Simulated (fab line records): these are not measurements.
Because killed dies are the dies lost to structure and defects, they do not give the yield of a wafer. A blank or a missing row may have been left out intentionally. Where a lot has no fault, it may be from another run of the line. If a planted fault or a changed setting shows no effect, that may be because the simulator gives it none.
fab line records -- flow n5_finfet
[record] lots = 4, wafers = 11, last_day = 15
route steps=1938 shown SDB@361 DUMMY_REMOVAL@377 HKMG_FIN@385 GATE_CUT@469 BEOL_M4@1111 PASSIVATION@1936
lots that met no fault: from a run of the same line without faults
start_h: hours from the record's first day to the start of the lot's first wafer shown -- wait_h: hours elapsed since this lot's preceding step -- " the same as in the row above -- L1.1+2: a row that stands for several wafers -- - value missing, or start not given -- * or withheld: withheld -- < > ~ a bound
route shown NAME@n: a module of which the file shows steps, and the number in the route of the first -- usual: mean/standard deviation of fault-free wafers -- same: alike in all rows -- chamber/n: place in a boat -- sites: per-site readings -- _std_site: their standard deviation -- _edge_site: mean of outer sites minus mean of inner sites -- radius_mm: how far each site lies from the wafer's centre -- mask NAME#n: copy n -- behind: the most recent tool/chamber to have shaped the wafer -- hold: what put the lot on hold/how long, in hours/how the hold closed -- device: which transistor (n, p or np) failed to switch -- end of line: tests run on the same wafers once the route is complete -- for a step that has no rows: nothing shown but its recipe -- killed: not the wafer's yield, but the dies lost to structure and defects at the first sort -- map: a wafer's dies, marking killed ones x, the rest . and places with no die _
set.NAME: the run value of the setting; set.NAME@STEP: its run value at that earlier step -- model.NAME: the simulator's own value behind a step, which no gauge read
lots seen at some steps along the route; tables by step, rows by wafer
services: when a tool's chamber went out of use (start_h, in hours from the record's first day, below 0 if earlier), for how many hours, and the reason
[[steps]]
[step N5_SDB_ETCH_18]
[recipe] chemistry = N2/H2, target = SOC, target_depth_a = 1000, overetch_a = 200, mask_material = SiARC, temp_c = 40, time_s = 150, ion_energy_ev = 200, pressure_mtorr = 30, source_w = 840, bias_w = 150, n2_flow_sccm = 200, h2_flow_sccm = 200
[step N5_SDB_STRIP_19]
[recipe] chemistry = N2/H2, temp_c = 40, n2_flow_sccm = 200, h2_flow_sccm = 200, rf_frequency_hz = 6e+07
[step N5_SDB_STRIP_21]
[recipe] chemistry = CF4, resist = SiARC, power_w = 300, bias_power_w = 75, pressure_mtorr = 50, cf4_flow_sccm = 150, rf_frequency_hz = 6e+07
[step N5_SDB_HM_OPEN_20]
[recipe] chemistry = CH3F/O2, target = SiNx, mask_material = SOC, target_depth_a = 240, stop_on = poly-Si, over_etch_frac = 0.4, ion_energy_ev = 120, pressure_mtorr = 30, source_w = 395, bias_w = 73, Ar_flow_sccm = 150, CH3F_flow_sccm = 30, O2_flow_sccm = 20
[step N5_SDB_STRIP_22]
[recipe] chemistry = N2/H2, power_w = 1000, temp_c = 250, h2_frac = 0.65, overash_fraction = 0.3, pressure_mtorr = withheld, n2_flow_sccm = 1750, h2_flow_sccm = 3250
[step N5_SDB_PRECLEAN_23]
[recipe] chemistry = dHF, time_s = 30, temp_c = 25, dilution = withheld
[step N5_SDB_DUMMY_REMOVE_24]
[recipe] chemistry = TMAH, temp_c = 70, target = poly-Si, stop_on = SiO2, target_depth_nm = 142, conc_wt_pct = 5, time_s = 57, dry = ipa_marangoni, rinse_time_s = 30, rinse_temp_c = 23
[step N5_SDB_ETCH_25]
[recipe] chemistry = C4F6/O2, target = SiO2, target_depth_a = 100, time_s = 3.3, ion_energy_ev = 250, mask_material = SiNx, pressure_mtorr = 30, source_w = 345, bias_w = 185, Ar_flow_sccm = 300, C4F6_flow_sccm = 10, O2_flow_sccm = 10
[step N5_SDB_CUT_ETCH_26]
[recipe] chemistry = HBr/Cl2/O2, target = Si, target_depth_a = 1296, bt_time_s = 20, mask_material = SiNx, time_s = 51.8, ion_energy_ev = *, bias_w = *, pressure_mtorr = 10, icp_w = 800, HBr_flow_sccm = 150, Cl2_flow_sccm = 80, O2_flow_sccm = 12
[step N5_SDB_PRECLEAN_38]
[recipe] chemistry = dHF, time_s = 10, dilution = 750:1, temp_c = 25
[step N5_SDB_PRECLEAN_39]
[recipe] chemistry = O3/DIW, time_s = 45, temp_c = 22, o3_ppm = 10
[step N5_SDB_SRD_28]
[recipe] dry = ipa_marangoni, time_s = 30, temp_c = 23, rinse_liquid = diw
[step N5_SDB_ALD_29]
[recipe] material = SiNx, target_thk_a = 300, temp_c = 400, ald_precursor_family = SiH2I2, ald_co_reactant = N2/H2-plasma, pulse_time_s = 1, ald_cycles = 600, purge_time_s = 2, co_reactant_purge_time_s = 2, pressure_torr = 2
[usual] ald_cycles = 600/0, heater_power_w = 840/130, precursor_pulse_height_rel = 1.001/0.02
[same] purge_time_s = 2
lot.wafer,tool,chamber,start_h,wait_h,ald_cycles,heater_power_w,precursor_pulse_height_rel,model.SiNx_of_SDB_ALD_29.thk_nm
L215.3,ald_sin-03,2,134.42,0.0,600,724,0.989,29.8
L215.4,ald_sin-03,3,134.42,0.0,600,911,0.993,29.8
L215.5,ald_sin-03,0,135.77,1.4,600,744,0.997,30
L216.1,ald_sin-03,3,142.94,0.0,600,908,1.018,29.8
L216.2,ald_sin-03,1,142.94,0.0,600,802,0.997,30
L216.6,ald_sin-03,1,144.30,1.4,414,799,1.020,20.8
L217.2,ald_sin-03,3,148.03,0.0,600,918,0.999,29.8
L217.6,ald_sin-03,1,149.38,1.4,414,788,0.979,20.6
L218.3,ald_sin-02,3,152.15,0.0,600,769,1.017,30
L218.4,ald_sin-02,2,152.15,0.0,600,659,1.014,30
L218.6,ald_sin-02,1,153.50,1.4,600,901,0.966,30
[step N5_SDB_CMP_30]
[recipe] stop_on = poly-Si, t_overpolish_s = 1.54, post_cmp_clean = alkaline_brush, down_force_psi = 4.1491, platen_rpm = 51.796, pad_velocity_m_s = 1.0306, target_thk_nm = 30
[step N5_DUMMY_REMOVAL_HM_STRIP_01]
[recipe] chemistry = CH3F/O2, material = SiNx, target_depth_a = 40, stop_on = poly-Si, time_s = 6.8, over_etch_frac = 0.3, ion_energy_ev = 60, power_w = 410, bias_w = 29, Ar_flow_sccm = 150, CH3F_flow_sccm = 30, O2_flow_sccm = 20
[step N5_DUMMY_REMOVAL_STRIP_10]
[recipe] chemistry = N2/H2, time_s = 40, power_w = 100, temp_c = 40, pressure_mtorr = 100, rf_frequency_hz = 6e+07, bias_power_w = 3, n2_flow_sccm = 300, h2_flow_sccm = 300
[step N5_DUMMY_REMOVAL_PRECLEAN_07]
[recipe] chemistry = dHF, time_s = 30, temp_c = 25, dilution = withheld
[step N5_DUMMY_REMOVAL_DUMMY_REMOVE_02]
[recipe] chemistry = TMAH, temp_c = 70, target = poly-Si, stop_on = SiO2, target_depth_nm = 142, conc_wt_pct = 5, time_s = 57, dry = ipa_marangoni, rinse_time_s = 30, rinse_temp_c = 23
[step N5_DUMMY_REMOVAL_PRECLEAN_08]
[recipe] chemistry = NF3:NH3, afs_cycles = 2, temp_c = 30, time_s = 20, sublimation_temp_c = 180, sublimation_time_s = 60, pressure_torr = 3, rf_power_w = 30
[step N5_DUMMY_REMOVAL_PRECLEAN_04]
[recipe] chemistry = DHF, time_s = 37, temp_c = 25, dilution = 500:1
[step N5_DUMMY_REMOVAL_SRD_05]
[recipe] dry = ipa_marangoni, do_ppb = 5, time_s = 30, temp_c = 23, rinse_liquid = diw
[step N5_HKMG_FIN_IL_REGROW_00]
[recipe] material = SiO2, target_thk_a = 7.5, chemistry = O3, temp_c = withheld, time_s = 30
[step N5_HKMG_FIN_HK_ALD_01]
[recipe] material = HfO2, target_thk_a = 16, temp_c = withheld, ald_precursor_family = HfCl4, ald_co_reactant = H2O, pulse_time_s = 3, purge_time_s = 3, co_reactant_purge_time_s = 2.5, co_reactant_pulse_time_s = 0.3, ald_cycles = 30
[step N5_HKMG_FIN_HK_ANNEAL_02]
[recipe] temp_c = 700, time_s = 30, ambient = N2, idle_temp_c = 600, ramp_up_c_per_s = 150, ramp_down_c_per_s = 60, cool_to_c = 600
[step N5_HKMG_FIN_ALD_74]
[recipe] material = La2O3, target_thk_a = 5, temp_c = 250, ald_precursor_family = La-Cp, ald_co_reactant = O3, pulse_time_s = 6, co_reactant_pulse_time_s = 1, purge_time_s = 3, co_reactant_purge_time_s = 3
[step N5_HKMG_FIN_ALD_75]
[recipe] material = Al2O3, target_thk_a = 10, temp_c = 150, ald_precursor_family = TMA, ald_co_reactant = H2O, pulse_time_s = withheld, co_reactant_pulse_time_s = 1
[step N5_HKMG_FIN_COAT_41]
[recipe] resist = SOC, temp_c = 250, time_s = 60, spin_rpm = 1500, resist_thk_nm = 300
[step N5_HKMG_FIN_COAT_42]
[recipe] resist = SiARC, temp_c = 220, time_s = 60, spin_rpm = 1500, resist_thk_nm = 35
[step N5_HKMG_FIN_COAT_43]
[recipe] resist = CAR-ArF, spin_rpm = 1500, resist_thk_nm = 90
[step N5_HKMG_FIN_EBR_45]
[recipe] solvent = PGMEA, ebr_width_mm = 1.5
[step N5_HKMG_FIN_SOFTBAKE_44]
[recipe] temp_c = 110, time_s = 60, resist = CAR-ArF
[step N5_HKMG_FIN_EXPOSE_46]
[recipe] mask_id = NDIPOLE, na = 1.35, source_shape = conventional, sigma_outer = 0.8, polarization = unpolarized, dose_mj = 40
[step N5_HKMG_FIN_PEB_47]
[recipe] peb_temp_c = withheld, peb_time_s = 60, resist = CAR-ArF
[step N5_HKMG_FIN_DEVELOP_48]
[recipe] develop_time_s = 30, developer = TMAH, resist = CAR-ArF, rinse_liquid = diw, dry = air_spin, dev_temp_c = 23
[step N5_HKMG_FIN_DESCUM_53]
[recipe] chemistry = O2, time_s = 7.9, source_power_w = 50, bias_power_w = 20, pressure_mtorr = 20, rf_frequency_hz = 2.712e+07, temp_c = 40, resist = CAR-ArF, o2_flow_sccm = 225
[step N5_HKMG_FIN_ETCH_54]
[recipe] chemistry = CF4, target = SiARC, target_depth_a = 455, mask_material = CAR-ArF, time_s = 75.8, ion_energy_ev = 80, pressure_mtorr = 40, source_w = 545, bias_w = 36, Ar_flow_sccm = 100, cf4_flow_sccm = 100, ends = cleared
[step N5_GATE_CUT_ETCH_58]
[recipe] chemistry = CH3F/O2, target = SiNx, target_depth_a = 170, time_s = 128.6, ion_energy_ev = 50, pressure_mtorr = 30, source_w = 415, bias_w = 21, Ar_flow_sccm = 150, CH3F_flow_sccm = 30, O2_flow_sccm = 20
[usual] drypump_motor_current_A = 5.9/0.45, oes_product_au = 0.73/0.039, rf_vpp_V = 99.4/0.93, showerhead_plenum_p_Torr = 2.05/0.054, throttle_valve_pct = 16.45/0.18
lot.wafer,tool,chamber,start_h,wait_h,drypump_motor_current_A,oes_product_au,rf_hours_counter_h,rf_vpp_V,showerhead_plenum_p_Torr,throttle_valve_pct,model.SiNx_of_SDB_ALD_29.thk_nm
L215.3,rie_diel-05,2,147.12,0.0,6.3,0.74,192,100.6,2.08,16.25,24.4
L215.4,rie_diel-05,3,147.12,0.0,6.1,0.69,215,97.3,2.00,16.57,24.4
L215.5,rie_diel-05,3,147.12,0.0,6.1,0.69,-,98.9,2.00,16.56,24.6
L216.1,rie_diel-06,2,156.47,0.0,6.7,0.79,126,98.1,1.95,16.40,24.4
L216.2,rie_diel-06,0,156.47,0.0,5.7,0.71,189,99.0,2.05,16.11,24.6
L216.6,rie_diel-06,1,156.47,0.0,5.7,0.70,-,98.5,2.09,16.29,17
L217.2,rie_diel-05,2,160.95,0.0,6.3,0.74,197,99.2,2.08,16.26,24.4
L217.6,rie_diel-05,2,160.95,0.0,6.3,0.74,-,99.9,2.08,16.27,17
L218.3,rie_diel-06,1,165.67,0.0,5.7,0.70,199,99.1,2.09,16.30,24.6
L218.4,rie_diel-06,2,165.67,0.0,6.7,0.78,130,99.0,1.94,16.41,24.4
L218.6,rie_diel-06,2,165.67,0.0,6.7,0.77,-,98.8,1.94,16.40,24.4
[step N5_BEOL_M4_RC_MEAS_101]
[usual] DIBL_N = 36.2/2.2, DIBL_P = 36.5/3, IOFF_N = 0.16/0.039, IOFF_P = 0.22/0.047, ION_N = 675/15, ION_P = 463/10, SS_N = 71.6/0.71, SS_P = 73.4/0.94, VT_N = 250/3.6, VT_P = -250/3.9
lot.wafer,tool,chamber,start_h,wait_h,DIBL_N[mV/V],DIBL_P[mV/V],IOFF_N[nA/um],IOFF_P[nA/um],ION_N[uA/um],ION_P[uA/um],SS_N[mV/dec],SS_P[mV/dec],VT_N[mV],VT_P[mV]
L215.3,prober-02,0,230.79,0.3,36.5,37.8,0.17,0.22,682,472,71.5,72.9,248,-250
L215.4,prober-02,0,230.79,0.3,37.0,38.2,0.19,0.23,694,475,71.6,73.3,247,-250
L215.5,prober-02,0,230.79,0.3,39.4,41.5,0.23,0.29,693,476,72.5,75.3,248,-245
L216.1,prober-02,0,248.27,0.0,33.4,32.0,0.12,0.16,676,463,71.4,72.1,253,-251
L216.2,prober-02,0,248.27,0.0,36.8,36.9,0.19,0.26,703,484,72.2,73.4,248,-244
L216.6,prober-02,0,248.27,0.0,33.4,33.1,0.12,0.20,676,476,71.6,72.1,256,-250
L217.2,prober-02,0,256.51,0.2,36.1,34.5,0.13,0.16,677,460,71.1,72.7,254,-257
L217.6,prober-02,0,256.51,0.2,36.9,36.0,0.14,0.18,680,466,71.4,73.3,253,-253
L218.3,prober-01,0,257.15,0.3,37.4,38.4,0.16,0.20,692,466,71.3,72.7,251,-255
L218.4,prober-01,0,257.15,0.3,36.0,37.6,0.16,0.20,693,472,70.9,73.5,248,-255
L218.6,prober-01,0,257.15,0.3,35.3,35.6,0.12,0.15,659,451,70.8,72.8,254,-257
[step N5_PASSIVATION_PROBE_49]
[usual] defect_limited_yield = 91.5/1.5, killed_at_M0_to_M3 = 32/10, killed_at_M4_up = 13/4.9, killed_at_contacts = 13/6.1, killed_at_front_end = 38/11, killed_at_other = 3/3.2, killed_dies = 101/18, killed_open = 66/13, killed_short = 32/8.3, sort_bin_5_function = 5.0/1, sort_bin_6_memory = 3.2/0.74, sort_n_pass = 1078/22, sort_yield_pct = 91.3/1.9
[same] gross_dies = 1180, killed_at_back_side = 0, sort_bin_4_leakage[%] = 0, sort_bin_8_speed[%] = 0
lot.wafer,tool,chamber,start_h,wait_h,defect_limited_yield[%],killed_at_M0_to_M3,killed_at_M4_up,killed_at_contacts,killed_at_front_end,killed_at_other,killed_dies,killed_open,killed_short,sort_bin_5_function[%],sort_bin_6_memory[%],sort_n_pass,sort_yield_pct[%]
L216.1,prober-02,-,352.72,0.0,93.1,19,9,13,38,3,82,55,26,5.1,1.8,1098,93.1
L216.2,prober-02,-,352.77,0.1,92.5,23,22,10,28,5,88,65,22,3.7,3.6,1092,92.5
L216.6,prober-02,-,352.97,0.3,91.4,42,7,17,33,3,102,64,35,5.2,3.0,1078,91.4
// killed by level:class
L216.1 MOL_CONTACT_COAG:geometric_particle:open=12 FIN_SAQP:geometric_particle:short=6 DUMMY_GATE:geometric_particle:open=6 GATE_CUT:geometric_particle:short=6 BEOL_M1:geometric_particle:open=5 FIN_SAQP:geometric_particle:open=3 SPACER0:geometric_particle:open=3 GATE_CUT:geometric_particle:open=3
L216.2 MOL_CONTACT_COAG:geometric_particle:open=9 BEOL_M4:geometric_particle:open=8 DUMMY_GATE:geometric_particle:open=7 BEOL_M0_SAQP:geometric_particle:open=7 BEOL_M8:geometric_particle:open=6 FIN_SAQP:geometric_particle:open=4 STI_FIN_REVEAL:geometric_particle:open=4 BEOL_M0_SAQP:geometric_particle:short=4
L216.6 MOL_CONTACT_COAG:geometric_particle:open=14 BEOL_M0_SAQP:geometric_particle:short=14 BEOL_M0_SAQP:geometric_particle:open=13 GATE_CUT:geometric_particle:short=8 BEOL_M3:geometric_particle:open=6 STI_FIN_REVEAL:geometric_particle:open=4 BEOL_M2:geometric_particle:open=4 FIN_SAQP:geometric_particle:open=3
[[services]]
tool,chamber,start_h,hours,kind
rie_diel-06,0,119.35,10.0,repair
rie_diel-05,0,124.31,6.9,repair
rie_diel-05,3,136.41,7.8,repair
[[key]]
[first_sign] step = N5_SDB_ALD_29, reading = ald_cycles, direction = down, sigmas = 99+, usual = *, struck = *
effect none on later readings
[model_effect] step = N5_SDB_ALD_29, value = SiNx_of_SDB_ALD_29.thk_nm, without = 30, struck = 20.7
[model_effect] step = N5_GATE_CUT_ETCH_58, value = SiNx_of_SDB_ALD_29.thk_nm, without = 24.6, struck = 17
met_at N5_SDB_ALD_29
struck_wafers L216.6,L217.6
onset_between 134.42 142.94
[fault] kind = process_parameter_drift, tool = ald_sin-03, chamber = -, onset_h = 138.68, steps = N5_SDB_ALD_29, channel = ald_cycles, offset = *, shape = step, end_h = 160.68, scope = struck_wafers_only, acts_in = *, stated = *
